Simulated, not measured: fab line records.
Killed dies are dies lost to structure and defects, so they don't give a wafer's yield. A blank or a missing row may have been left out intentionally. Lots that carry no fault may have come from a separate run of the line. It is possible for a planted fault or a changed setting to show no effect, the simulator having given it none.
Chamber matching	flow n5Finfet	pecvd-03 running N5_BEOL_M0_SAQP_PECVD_03: 3 sister chambers
The step deposits SiCN from 3MS/NH3, target thk 12 nm, time 21.1 s. 3 wafers are shown with their chamber, then 12 later ones without.

## WAFERS, EACH WITH ITS CHAMBER
wafer	chamber	throttleValvePct (%)
L089.2	2	9.3
L090.1	1	9.7
L090.3	0	9.1

## WAFERS WITH NO CHAMBER GIVEN
wafer	throttleValvePct (%)
L092.1	9.8
L092.2	9.0
L092.3	9.6
L094.1	9.4
L094.4	9.7
L094.6	9.2
L096.1	8.1
L096.2	8.8
L096.5	9.0
L097.1	8.5
L097.4	9.6
L097.6	9.2

## WHICH CHAMBER EACH ONE RAN IN
wafer	from the rows above	in truth
L092.1	can't be placed: 1 or 2 or 0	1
L092.2	can't be placed: 0 or 2 or 1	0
L092.3	can't be placed: 1 or 2 or 0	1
L094.1	can't be placed: 2 or 1 or 0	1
L094.4	can't be placed: 1 or 2 or 0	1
L094.6	can't be placed: 0 or 2 or 1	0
L096.1	can't be placed: 0 or 2 or 1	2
L096.2	can't be placed: 0 or 2 or 1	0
L096.5	can't be placed: 0 or 2 or 1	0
L097.1	can't be placed: 0 or 2 or 1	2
L097.4	can't be placed: 1 or 2 or 0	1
L097.6	can't be placed: 0 or 2 or 1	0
Correctly placed: 0 of 12. From these rows, 12 cannot be placed; in 12 the true chamber is one of the candidates. Wrongly placed: 0.
How it was worked out, from the rows above alone: a wafer's distance from a chamber is the root of the sum, over the readings, of the square of ((its reading less the chamber's mean) divided by the reading's scatter). If the next closest chamber is less than 2 further off than the closest, the wafer can't be placed; otherwise it belongs to the closest. For every chamber, the mean is computed from those of its wafers that are shown. The scatter (one wafer shown for each chamber): square how far every hidden wafer sits from the nearest shown wafer, average those squares and take the square root.
